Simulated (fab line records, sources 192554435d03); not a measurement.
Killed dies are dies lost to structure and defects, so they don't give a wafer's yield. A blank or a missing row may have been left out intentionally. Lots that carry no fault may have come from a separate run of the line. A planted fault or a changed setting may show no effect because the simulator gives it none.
fab line records    flow n5_finfet
record lots=10  wafers=27  last_day=17
route steps=1938 shown BEOL_M4@1111 BEOL_M8@1386 BEOL_M9@1401 PASSIVATION@1936
lots with no fault: from the same line, run without faults
start_h: the number of hours between the record's first day and the start of the first shown wafer of the lot    wait_h: how many hours have passed since the lot's step before this one    " identical to the entry in the row above    L1.1+2: a single row standing in for several wafers    - no value, or no start was given    * or withheld: withheld    < > ~ a bound
route shown NAME@n: NAME is a module with steps in the file, n the number in the route of the first one    usual: average and standard deviation across the fault-free wafers    same: alike in all rows    chamber/n: place in a boat    sites: readings site by site    _std_site: the standard deviation of these    _edge_site: mean of outer sites minus mean of inner sites    radius_mm: how far each site lies from the wafer's centre    mask NAME#n: copy n    behind: the most recent tool/chamber to have shaped the wafer    hold: cause of the lot's hold/its duration in hours/its outcome    device: transistor that didn't switch, given as n, p or np    end of line: tests of these same wafers at the route's end    step lacking rows: just its recipe    killed: dies lost to structure and defects at the first sort, not the wafer's yield    map: a wafer's dies, marking killed ones x, the rest . and places with no die _
set.NAME: the setting that was run; set.NAME@STEP: the one run at that earlier step    model.NAME: the simulator's own value behind a step, which no gauge read
route steps across a sampled set of lots; one table per step, one row per wafer
services: a tool's chamber out of use, with start hour (start_h, from the record's first day; less than 0 if before it), hours out, and reason
## steps
# step N5_BEOL_M4_RC_MEAS_101
# usual DIBL_N=36.3/1.6  DIBL_P=36.2/2  IOFF_N=0.160/0.028  IOFF_P=0.21/0.036  ION_N=677/11  ION_P=465/6.9  SS_N=71.5/0.55  SS_P=73.3/0.64  VT_N=250/3  VT_P=-250/3.5
lot.wafer  tool       chamber  start_h  wait_h  DIBL_N[mV/V]  DIBL_P[mV/V]  IOFF_N[nA/um]  IOFF_P[nA/um]  ION_N[uA/um]  ION_P[uA/um]  SS_N[mV/dec]  SS_P[mV/dec]  VT_N[mV]  VT_P[mV]
L772.1     prober-01  0        164.88   0.0     40.7          40.5          0.246          0.30           688           472           71.9          73.7          243       -246
L772.2     "          0        "        "       39.1          38.7          0.186          0.25           671           466           72.2          74.2          247       -248
L773.2     prober-02  0        168.04   0.2     35.3          35.1          0.145          0.20           682           464           70.8          72.4          250       -248
L773.3     "          0        "        "       36.1          35.6          0.159          0.21           679           471           70.7          72.5          248       -247
L773.6     "          0        "        "       36.5          36.0          0.167          0.22           675           462           70.7          72.9          249       -251
L775.2     prober-01  0        193.52   0.2     37.0          35.5          0.146          0.23           678           464           71.7          72.9          249       -247
L775.3     "          0        "        "       38.2          37.4          0.175          0.26           678           474           71.3          73.4          247       -245
L775.6     "          0        "        "       39.1          37.2          0.185          0.27           683           467           72.3          73.3          247       -243
L783.1     prober-01  0        235.13   0.0     37.4          38.2          0.186          0.24           688           468           72.0          74.0          246       -251
L783.3     "          0        "        "       38.4          39.4          0.207          0.26           691           466           71.6          74.6          246       -249
L783.6     "          0        "        "       36.8          37.8          0.172          0.22           670           456           71.4          74.6          249       -252
L786.1     prober-01  0        245.65   0.0     37.1          37.1          0.172          0.22           685           467           71.9          73.7          251       -254
L786.5     "          0        "        "       36.4          36.7          0.171          0.21           678           462           72.1          73.8          249       -251
L786.6     "          0        "        "       37.3          37.1          0.188          0.21           676           463           71.7          73.6          249       -252
L789.1     prober-02  0        276.75   0.0     34.3          35.0          0.128          0.18           662           465           71.2          72.5          253       -251
L789.2     "          0        "        "       33.1          34.0          0.112          0.17           660           458           71.3          72.6          255       -252
L789.4     "          0        "        "       35.6          37.1          0.155          0.21           689           472           71.4          73.0          249       -252
L791.3     prober-02  0        280.67   0.3     35.7          34.2          0.147          0.22           666           458           71.0          72.6          250       -248
L791.4     "          0        "        "       38.5          38.1          0.206          0.27           692           471           72.0          74.1          245       -246
L791.5     "          0        "        "       37.5          35.7          0.178          0.23           697           476           71.6          73.1          249       -250
L790.3     prober-01  0        280.76   0.3     36.1          36.7          0.142          0.19           666           457           71.4          73.5          254       -251
L790.4     "          0        "        "       34.9          35.5          0.133          0.18           673           463           71.2          72.8          252       -251
L794.3     prober-01  0        306.05   0.3     36.7          35.4          0.172          0.21           682           463           71.5          73.3          247       -250
L794.6     "          0        "        "       35.5          34.4          0.151          0.20           684           465           71.0          73.7          246       -248
L795.1     prober-02  0        309.49   0.0     36.5          36.4          0.155          0.19           671           453           72.0          73.5          250       -254
L795.3     "          0        "        "       35.6          35.2          0.144          0.16           678           456           71.4          73.4          251       -257
L795.4     "          0        "        "       36.0          35.8          0.139          0.17           670           452           71.6          73.5          249       -253
# step N5_BEOL_M8_CURE_75
# recipe temp_c=370  time_s=120  ambient=DMADMS/He  material=SiCOH_lowk
# usual lamp_power_pct=52.31/0.05  wafer_temp_C_max=371.5/0.58
lot.wafer  tool        chamber  start_h  wait_h  lamp_power_pct  wafer_temp_C_max
L773.2     uv_cure-01  0        203.80   0.1     52.34           372.6
L773.3     "           0        "        "       52.27           372.9
L773.6     "           0        "        "       52.34           371.5
L772.1     uv_cure-03  2        213.19   0.0     52.26           372.4
L772.2     "           2        "        "       52.25           372.1
L775.2     uv_cure-02  0        228.38   0.2     52.37           370.9
L775.3     "           0        "        "       52.24           370.9
L775.6     "           0        "        "       52.33           371.1
L783.1     uv_cure-01  1        271.84   0.0     52.31           371.3
L783.3     "           1        "        "       52.31           371.1
L783.6     "           1        "        "       52.29           371.7
L786.1     uv_cure-02  1        280.43   0.0     52.35           371.1
L786.5     "           1        "        "       52.31           371.4
L786.6     "           1        "        "       52.47           371.2
L789.1     uv_cure-02  0        309.38   0.0     52.27           371.5
L789.2     "           0        "        "       52.39           371.3
L789.4     "           0        "        "       52.38           371.0
L791.3     uv_cure-02  0        316.97   0.2     52.34           370.9
L791.4     "           0        "        "       52.34           370.7
L791.5     "           0        "        "       52.30           371.0
L790.3     uv_cure-02  1        319.93   0.1     52.36           371.6
L790.4     "           1        "        "       52.32           371.7
L794.3     uv_cure-02  0        343.27   0.1     52.28           371.2
L794.6     "           0        "        "       52.33           371.2
L795.1     uv_cure-02  2        345.71   0.0     52.31           370.9
L795.3     "           2        "        "       52.27           370.8
L795.4     "           2        "        "       52.37           371.2
# step N5_BEOL_M8_DEGAS_44
# recipe ambient=vacuum  temp_c=250  time_s=60
# usual heater_power_w=335/33
lot.wafer  tool            chamber  start_h  wait_h  heater_power_w
L773.2     pvd_sputter-02  -        204.08   0.2     312
L773.3     "               -        "        "       285
L773.6     "               -        "        "       307
L772.1     pvd_sputter-03  -        213.58   0.3     335
L772.2     "               -        "        "       383
L775.2     pvd_sputter-03  -        229.17   0.7     354
L775.3     "               -        "        "       344
L775.6     "               -        "        "       321
L783.1     pvd_sputter-01  -        272.16   0.3     312
L783.3     "               -        "        "       352
L783.6     "               -        "        "       380
L786.1     pvd_sputter-03  -        280.75   0.3     372
L786.5     "               -        "        "       350
L786.6     "               -        "        "       317
L789.1     pvd_sputter-01  -        309.90   0.5     282
L789.2     "               -        "        "       385
L789.4     "               -        "        "       343
L791.3     pvd_sputter-02  -        317.23   0.2     281
L791.4     "               -        "        "       309
L791.5     "               -        "        "       310
L790.3     pvd_sputter-03  -        320.56   0.6     328
L790.4     "               -        "        "       358
L794.3     pvd_sputter-01  -        344.47   1.1     400
L794.6     "               -        "        "       399
L795.1     pvd_sputter-03  -        346.65   0.9     348
L795.3     "               -        "        "       317
L795.4     "               -        "        "       372
# step N5_BEOL_M8_CMP_52
# recipe stop_on=SiCOH_lowk  t_overpolish_s=6.9  down_force_psi=1  platen_rpm=50  clearing_platen_down_force_psi=1.5  clearing_platen_rpm=50  post_cmp_clean=cu_alkaline  target_thk_nm=80  clearing_platen_pad_velocity_m_s=0.99484  pad_velocity_m_s=0.99484
# usual barrier_field_endpoint_s=29.3/0.75  clearing_platen_down_force_psi=1.4999/0.003  clearing_platen_rpm=50.002/0.024  motor_current_A=6.4/0.82  overpolish_run_s=6.900/0.009  time_to_endpoint_s=64/3.5
lot.wafer  tool    chamber  start_h  wait_h  barrier_field_endpoint_s  clearing_platen_down_force_psi  clearing_platen_rpm  motor_current_A  overpolish_run_s  time_to_endpoint_s
L773.3     cmp-02  3        205.89   0.2     27.7                      1.5019                          50.029               5.6              6.898             64
L773.2     "       1        "        "       28.4                      1.5003                          49.994               6.8              6.902             61
L773.6     "       3        "        "       29.3                      1.5011                          50.012               5.5              6.898             65
L772.1     cmp-04  0        215.00   0.3     29.5                      1.5004                          49.973               6.8              6.895             67
L772.2     "       1        "        "       29.5                      1.5000                          49.984               6.2              6.895             69
L775.3     cmp-03  2        230.34   0.2     28.9                      1.5033                          50.020               5.1              6.901             59
L775.2     "       3        "        "       29.0                      1.4979                          49.996               5.8              6.899             61
L775.6     "       2        "        "       29.0                      1.5047                          50.002               5.7              6.895             59
L783.3     cmp-02  0        273.51   0.2     29.4                      1.5004                          50.004               5.5              6.897             62
L783.1     "       1        "        "       46.9                      1.5009                          49.972               6.8              0.046             82
L783.6     "       0        "        "       29.6                      1.4957                          49.990               5.6              6.894             64
L786.1     cmp-04  2        282.99   0.4     30.9                      1.4998                          50.024               6.2              6.897             72
L786.5     "       3        "        "       29.8                      1.5040                          49.969               7.4              6.912             62
L786.6     "       0        "        "       30.8                      1.4929                          49.999               6.9              6.899             70
L789.4     cmp-03  2        311.95   0.5     28.9                      1.5004                          49.980               5.6              6.897             63
L789.2     "       3        "        "       29.2                      1.5036                          49.978               5.7              6.896             65
L789.1     "       1        "        "       28.1                      1.5033                          50.019               7.6              6.909             57
L791.4     cmp-04  2        319.39   0.2     28.7                      1.4989                          49.996               6.2              6.896             66
L791.3     "       3        "        "       28.1                      1.5001                          50.009               7.4              6.883             63
L791.5     "       1        "        "       29.1                      1.4998                          49.987               6.0              6.893             65
L790.3     cmp-03  0        321.75   0.2     29.9                      1.4969                          50.015               5.9              6.891             64
L790.4     "       2        "        "       30.4                      1.4972                          49.996               5.7              6.907             66
L794.3     cmp-03  1        345.76   0.2     29.0                      1.4978                          49.990               7.9              6.898             60
L794.6     "       1        "        "       29.5                      1.5015                          50.024               7.8              6.896             61
L795.4     cmp-02  1        348.00   0.1     29.1                      1.4998                          50.030               7.0              6.901             59
L795.1     "       2        "        "       29.4                      1.4970                          49.977               6.7              6.907             61
L795.3     "       0        "        "       29.6                      1.5054                          50.025               5.3              6.884             66
# step N5_BEOL_M8_THK_MEAS_53
# recipe thk_meas_gauge=xrf  reads=Cu_of_BEOL_M8_ECD_50
# usual M8_THK=84.7/2.5
lot.wafer  tool           chamber  start_h  wait_h  M8_THK[nm]
L773.2     film_metro-02  -        206.18   -       83.4
L773.3     "              -        "        "       84.0
L773.6     "              -        "        "       83.5
L772.1     film_metro-01  -        215.22   -       84.6
L772.2     "              -        "        "       83.7
L775.2     film_metro-02  -        230.59   -       84.2
L775.3     "              -        "        "       89.6
L775.6     "              -        "        "       83.5
L783.1     film_metro-01  -        273.77   -       196.8
L783.3     "              -        "        "       86.4
L783.6     "              -        "        "       86.4
L786.1     film_metro-02  -        283.18   -       82.9
L786.5     "              -        "        "       80.7
L786.6     "              -        "        "       83.7
L789.1     film_metro-01  -        312.24   -       81.9
L789.2     "              -        "        "       82.9
L789.4     "              -        "        "       84.8
L791.3     film_metro-01  -        319.61   -       84.9
L791.4     "              -        "        "       84.2
L791.5     "              -        "        "       85.3
L790.3     film_metro-01  -        322.05   -       84.7
L790.4     "              -        "        "       82.2
L794.3     film_metro-01  -        346.01   -       83.3
L794.6     "              -        "        "       81.6
L795.1     film_metro-01  -        348.29   -       84.7
L795.3     "              -        "        "       85.9
L795.4     "              -        "        "       82.2
# step N5_BEOL_M8_INSPECT_58
# recipe inspect_instrument=darkfield  mode=post_dep
# usual raw_defect_count=72/24
lot.wafer  tool               chamber  start_h  wait_h  raw_defect_count
L773.2     defect_inspect-01  -        206.37   0.0     90
L773.3     "                  -        "        "       66
L773.6     "                  -        "        "       66
L772.1     defect_inspect-01  -        215.37   0.0     58
L772.2     "                  -        "        "       83
L775.2     defect_inspect-02  -        230.75   0.0     71
L775.3     "                  -        "        "       72
L775.6     "                  -        "        "       50
L783.1     defect_inspect-02  -        273.92   0.0     1160
L783.3     "                  -        "        "       39
L783.6     "                  -        "        "       61
L786.1     defect_inspect-01  -        283.33   0.0     59
L786.5     "                  -        "        "       62
L786.6     "                  -        "        "       59
L789.1     defect_inspect-02  -        312.40   0.0     73
L789.2     "                  -        "        "       77
L789.4     "                  -        "        "       54
L791.3     defect_inspect-01  -        319.77   0.0     89
L791.4     "                  -        "        "       76
L791.5     "                  -        "        "       63
L790.3     defect_inspect-02  -        322.20   0.0     76
L790.4     "                  -        "        "       45
L794.3     defect_inspect-02  -        346.17   0.0     43
L794.6     "                  -        "        "       74
L795.1     defect_inspect-01  -        348.45   0.0     76
L795.3     "                  -        "        "       134
L795.4     "                  -        "        "       84
# step N5_BEOL_M9_ILD_DEP_00
# recipe material=SiCOH_lowk  target_thk_a=3085.1  temp_c=300  precursor=DEMS/porogen  pressure_torr=5  rf_w=500  time_s=58
# usual heater_power_w=296/56  rf_fwd_power_W=495.2/2.3  showerhead_plenum_p_Torr=5.744/0.015  throttle_valve_pct=14.0/0.64
lot.wafer  tool      chamber  start_h  wait_h  heater_power_w  rf_fwd_power_W  showerhead_plenum_p_Torr  throttle_valve_pct
L773.2     pecvd-02  1        206.41   0.0     211             496.9           5.727                     14.4
L773.3     "         2        "        "       305             496.5           5.760                     13.9
L773.6     "         0        "        "       277             493.8           5.722                     14.6
L772.1     pecvd-01  0        215.41   0.0     396             498.8           5.741                     12.6
L772.2     "         2        "        "       327             493.6           5.731                     13.0
L775.2     pecvd-02  1        230.79   0.0     211             494.0           5.729                     14.4
L775.3     "         0        "        "       229             496.3           5.701                     14.7
L775.6     "         1        "        "       224             494.4           5.753                     14.3
L783.3     pecvd-03  0        273.96   0.0     319             493.5           5.748                     14.3
L783.6     "         2        "        "       262             495.1           5.759                     13.1
L786.1     pecvd-03  1        283.37   0.0     390             493.9           5.742                     14.2
L786.5     "         1        "        "       307             494.8           5.743                     14.2
L786.6     "         2        "        "       285             496.8           5.736                     13.0
L789.1     pecvd-03  2        312.44   0.0     255             495.1           5.777                     12.8
L789.2     "         1        "        "       386             493.9           5.737                     14.3
L789.4     "         1        "        "       401             495.5           5.741                     13.9
L791.3     pecvd-03  2        319.80   0.0     270             494.9           5.753                     12.9
L791.4     "         0        "        "       322             494.7           5.739                     14.5
L791.5     "         2        "        "       274             497.0           5.767                     13.0
L790.3     pecvd-02  1        322.24   0.0     225             495.0           5.738                     14.0
L790.4     "         2        "        "       302             493.3           5.762                     14.1
L794.3     pecvd-02  1        346.21   0.0     217             498.2           5.746                     14.4
L794.6     "         1        "        "       224             496.8           5.741                     14.8
L795.1     pecvd-03  1        348.48   0.0     398             493.6           5.753                     14.2
L795.3     "         2        "        "       290             494.8           5.766                     12.9
L795.4     "         1        "        "       311             494.8           5.738                     14.2
# step N5_PASSIVATION_PROBE_49
# usual defect_limited_yield=91.2/1.5  killed_at_M0_to_M3=36/10  killed_at_M4_up=13/6  killed_at_contacts=11/5.2  killed_at_front_end=40/11  killed_at_other=3.1/2.9  killed_dies=104/17  killed_on_rim=14/3.6  killed_open=66/12  killed_short=34/7.7  sort_bin_5_function=5.1/0.91  sort_bin_6_memory=3.2/0.67  sort_n_pass=1076/17  sort_yield_pct=91.2/1.5
# same gross_dies=1180  killed_at_back_side=0  sort_bin_4_leakage[%]=0  sort_bin_8_speed[%]=0
lot.wafer  tool       chamber  start_h  wait_h  defect_limited_yield[%]  killed_at_M0_to_M3  killed_at_M4_up  killed_at_contacts  killed_at_front_end  killed_at_other  killed_dies  killed_on_rim  killed_open  killed_short  sort_bin_5_function[%]  sort_bin_6_memory[%]  sort_n_pass  sort_yield_pct[%]
L783.1     prober-02  -        344.51   0.0     0                        52                  1083             5                   38                   2                1180         152            68           42            5.8                     3.3                   0            0
L783.3     prober-02  -        344.61   0.1     90.7                     32                  14               25                  37                   2                110          20             71           36            6.0                     3.1                   1070         90.7
L783.6     prober-02  -        344.76   0.3     92.8                     28                  10               13                  32                   2                85           11             50           33            4.9                     2.0                   1095         92.8
# killed by level:class
L783.1 BEOL_M8:area_cmp=1070 BEOL_M0_SAQP:geometric_particle:open=16 BEOL_M0_SAQP:geometric_particle:short=14 FIN_SAQP:geometric_particle:short=12 STARTING-WAFER:geometric_particle:open=8 STI_FIN_REVEAL:geometric_particle:open=6 BEOL_M1:geometric_particle:open=6 BEOL_M5:geometric_particle:open=6
L783.3 MOL_CONTACT_COAG:geometric_particle:open=15 BEOL_M0_SAQP:geometric_particle:short=10 FIN_SAQP:geometric_particle:open=9 MOL_CONTACT_COAG:geometric_particle:short=9 FIN_SAQP:geometric_particle:short=7 BEOL_M0_SAQP:geometric_particle:open=7 BEOL_M3:geometric_particle:open=6 BEOL_M2:geometric_particle:open=5
L783.6 BEOL_M0_SAQP:geometric_particle:short=9 STI_FIN_REVEAL:geometric_particle:open=8 MOL_CONTACT_COAG:geometric_particle:open=8 BEOL_M4:geometric_particle:open=8 BEOL_M1:geometric_particle:open=6 STARTING-WAFER:geometric_particle:short=5 MOL_CONTACT_COAG:geometric_particle:short=4 BEOL_M0_SAQP:geometric_particle:open=4
## services
tool            chamber  start_h  hours  kind
cmp-02          -        182.60   0.2    repair
cmp-03          -        189.04   0.4    repair
pecvd-03        -        194.16   6.6    repair
cmp-03          -        195.48   1.7    repair
cmp-02          -        200.56   2.4    repair
cmp-02          -        215.42   4.0    pm
uv_cure-02      -        232.01   1.0    pm
cmp-03          -        235.56   1.1    repair
uv_cure-02      -        238.47   9.2    pm
cmp-03          -        243.89   5.3    pm
cmp-02          -        244.01   1.5    repair
pecvd-03        -        257.52   0.3    repair
pvd_sputter-01  -        265.60   4.9    repair
uv_cure-02      -        281.48   2.8    pm
cmp-02          -        287.69   1.8    repair
uv_cure-01      -        295.04   3.0    repair
cmp-04          -        301.90   1.0    repair
cmp-02          -        305.39   3.3    repair
pvd_sputter-02  -        306.05   1.9    repair
cmp-04          -        309.92   4.0    pm
pecvd-03        0        330.27   10.9   repair
cmp-04          -        339.29   2.1    repair
cmp-02          -        340.86   5.7    pm
cmp-04          -        345.60   0.3    repair
## key
first_sign step=N5_BEOL_M8_CMP_52  reading=overpolish_run_s  direction=down  sigmas=99+  usual=6.900  struck=0.046
effect step=N5_BEOL_M8_CMP_52  reading=barrier_field_endpoint_s  direction=up  sigmas=23  usual=29.3  struck=46.9
effect step=N5_BEOL_M8_THK_MEAS_53  reading=M8_THK  direction=up  sigmas=45  usual=84.7  struck=196.8
effect step=N5_BEOL_M8_INSPECT_58  reading=raw_defect_count  direction=up  sigmas=45  usual=72  struck=1160
effect step=N5_PASSIVATION_PROBE_49  reading=killed_at_M4_up  direction=up  sigmas=99+  usual=13  struck=1083
more_kills_born_at N5_BEOL_M8_CMP_52@cmp-02=1070
met_at N5_BEOL_M8_CMP_52
struck_lots L783
struck_wafers L783.1
later_rows_left_out L783.1
not_acting_at N5_BEOL_M8_CURE_75,N5_BEOL_M8_DEGAS_44,N5_BEOL_M9_ILD_DEP_00
onset_between 205.89 273.51
fault kind=process_parameter_drift  tool=cmp-02  chamber=-  onset_h=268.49  steps=N5_BEOL_M8_CMP_52  channel=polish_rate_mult  offset=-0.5  shape=step  end_h=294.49  scope=struck_wafers_only
# later_rows_left_out: the simulator's readings of these wafers behind a module that went badly wrong aren't trusted and aren't shown, but for the sort
